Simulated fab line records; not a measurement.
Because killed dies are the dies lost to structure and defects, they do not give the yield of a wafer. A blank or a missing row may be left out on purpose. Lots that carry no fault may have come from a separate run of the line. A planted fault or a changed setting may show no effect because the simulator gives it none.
Which tool is to blame?	flow nand_harc	Sampling: 24 lots, 72 wafers, 2 of 1302 route steps

## WHAT THE GAUGES READ, wafer by wafer
NHARC_A_CHANNEL_HOLE_D2_CD_MEAS_10 targets a cd of 100 nm. Usual: cd_nm at 99.9 nm, with a standard deviation of 0.51.
lot	measured	on	cd_nm (nm)	flag
L075	day 13 04:14	cd_sem-03	99.9 100.4 99.2	
L074	day 13 05:23	cd_sem-03	100.1 100.3 99.8	
L076	day 14 03:58	cd_sem-03	99.2 99.7 99.8	
L077	day 14 03:03	cd_sem-03	100.2 100.9 99.6	
L078	day 14 09:11	cd_sem-03	99.9 100.0 100.1	
L079	day 15 06:59	cd_sem-02	100.1 99.8 100.0	
L080	day 15 00:25	cd_sem-02	100.3 99.8 100.7	
L081	day 15 16:19	cd_sem-03	99.6 99.9 100.5	
L082	day 16 10:14	cd_sem-03	99.6 100.6 99.6	
L083	day 16 12:29	cd_sem-02	100.4 100.2 100.1	
L084	day 17 17:23	cd_sem-03	100.0 99.1 99.6	
L085	day 17 21:50	cd_sem-02	100.0 99.5 99.6	
L086	day 17 23:44	cd_sem-03	99.5 99.8 99.8	
L087	day 17 22:58	cd_sem-02	99.9 99.9 99.5	
L089	day 19 09:19	cd_sem-02	100.3 100.2 100.0	
L088	day 19 07:18	cd_sem-03	100.1 100.6 100.4	
L090	day 19 23:32	cd_sem-02	101.2 100.8 100.1	
L091	day 20 02:09	cd_sem-03	99.9 100.4 99.7	
L092	day 20 13:22	cd_sem-02	100.3 99.3 100.7	
L093	day 20 13:35	cd_sem-02	99.7 100.5 100.3	
L094	day 21 19:34	cd_sem-03	100.4 100.2 99.9	
L095	day 21 19:10	cd_sem-03	99.8 100.3 100.1	
L096	day 22 07:05	cd_sem-01	99.4 99.3 99.0	
L097	day 22 06:49	cd_sem-01	100.0 100.1 100.2	

## WHAT TOOL EACH LOT RAN ON (gives the tool, then ch and the chambers of the sampled wafers, and finally the start)
lot	NHARC_A_CHANNEL_HOLE_D1_STRIP_27
L075	rie_diel-09 ch 1,2,3, day 13 04:14 or earlier
L074	rie_diel-01 ch 0,1,2, day 13 05:23 or earlier
L076	rie_diel-02 ch 0,2,3, day 14 03:58 or earlier
L077	rie_diel-09 ch 1,2, day 14 03:03 or earlier
L078	rie_diel-01 ch 1,2,3, day 14 09:11 or earlier
L079	rie_diel-09 ch 0,1,2, day 15 06:59 or earlier
L080	rie_diel-01 ch 0,1,3, day 15 00:25 or earlier
L081	rie_diel-01 ch 0,2,3, day 15 16:19 or earlier
L082	rie_diel-01 ch 0,1,3, day 16 10:14 or earlier
L083	rie_diel-09 ch 0,1, day 16 12:29 or earlier
L084	rie_diel-01 ch 0,1,3, day 17 17:23 or earlier
L085	rie_diel-01 ch 0,3, day 17 21:50 or earlier
L086	rie_diel-02 ch 0,2, day 17 23:44 or earlier
L087	rie_diel-02 ch 1,3, day 17 22:58 or earlier
L089	rie_diel-01 ch 0,1,3, day 19 09:19 or earlier
L088	rie_diel-02 ch 2,3, day 19 07:18 or earlier
L090	rie_diel-01 ch 0,1,3, day 19 23:32 or earlier
L091	rie_diel-01 ch 1,2,3, day 20 02:09 or earlier
L092	rie_diel-01 ch 0,2, day 20 13:22 or earlier
L093	rie_diel-01 ch 0,1,3, day 20 13:35 or earlier
L094	rie_diel-01 ch 0,1, day 21 19:34 or earlier
L095	rie_diel-01 ch 1,2,3, day 21 19:10 or earlier
L096	rie_diel-01 ch 0,1, day 22 07:05 or earlier
L097	rie_diel-01 ch 1,2,3, day 22 06:49 or earlier
- NHARC_A_CHANNEL_HOLE_D1_STRIP_27: strips in O2.

## WHAT THE TOOLS THEMSELVES READ (means of the sampled wafers that have a number; where no wafer has one, the mark that the record gives instead)
NHARC_A_CHANNEL_HOLE_D1_STRIP_27. Usual: drypump_motor_current_A 6.1 A, standard deviation 0.36; oes_product_au 1.001 a.u., standard deviation 0.013; rf_vpp_V 57.7 V, standard deviation 0.86; showerhead_plenum_p_Torr 3.52 Torr, standard deviation 0.1; throttle_valve_pct 17.037 %, standard deviation 0.0097.
lot	tool	drypump_motor_current_A (A)	oes_product_au (a.u.)	rf_vpp_V (V)	showerhead_plenum_p_Torr (Torr)	throttle_valve_pct (%)	flag
L075	rie_diel-09	6.1	1.005	57.3	3.47	17.043	
L074	rie_diel-01	6.3	0.998	56.8	3.49	17.043	
L076	rie_diel-02	6.0	1.004	57.1	3.33	17.032	
L077	rie_diel-09	6.2	1.007	57.1	3.40	17.030	
L078	rie_diel-01	6.2	0.995	58.5	3.54	17.034	
L079	rie_diel-09	6.1	1.008	57.0	3.45	17.044	
L080	rie_diel-01	6.1	0.999	58.3	3.54	17.037	
L081	rie_diel-01	6.0	1.004	58.1	3.50	17.045	
L082	rie_diel-01	6.1	1.002	58.2	3.54	17.038	
L083	rie_diel-09	6.1	1.010	58.1	3.50	17.036	
L084	rie_diel-01	6.1	1.002	57.9	3.54	17.035	
L085	rie_diel-01	5.9	0.999	58.1	3.50	17.046	
L086	rie_diel-02	6.4	1.004	57.9	3.79	17.025	
L087	rie_diel-02	5.6	0.998	57.0	3.49	17.034	
L089	rie_diel-01	6.1	1.002	57.5	3.54	17.032	
L088	rie_diel-02	6.2	0.996	57.3	3.66	17.042	
L090	rie_diel-01	6.1	0.993	57.6	3.54	17.047	
L091	rie_diel-01	6.2	0.987	57.3	3.53	17.031	
L092	rie_diel-01	6.2	0.999	57.7	3.45	17.035	
L093	rie_diel-01	6.1	1.011	58.0	3.54	17.039	
L094	rie_diel-01	6.5	1.017	57.8	3.53	17.032	
L095	rie_diel-01	6.2	0.991	58.1	3.53	17.034	
L096	rie_diel-01	6.5	1.005	57.8	3.53	17.041	
L097	rie_diel-01	6.1	0.993	57.3	3.53	17.036	

## THE ANSWER, worked out from the rows above alone
Rule: a lot counts as off when the mean over its wafers that have a number is more than 3 standard deviations away from the usual mean. Also off: a lot with no number at a reading for which 4 or more lots have one. All remaining lots with rows at the step are treated as sound. After the gauges, taken in route order, come the tools' own readings; for these a lot's mean is taken, as printed above. The first step at which some lot is off is used, and at that step the reading that is off furthest; a lot without a number counts as furthest.
Across all readings shown, no lot is off: no conclusion can be drawn from this.

## WHAT THE SIMULATOR HAD INSERTED
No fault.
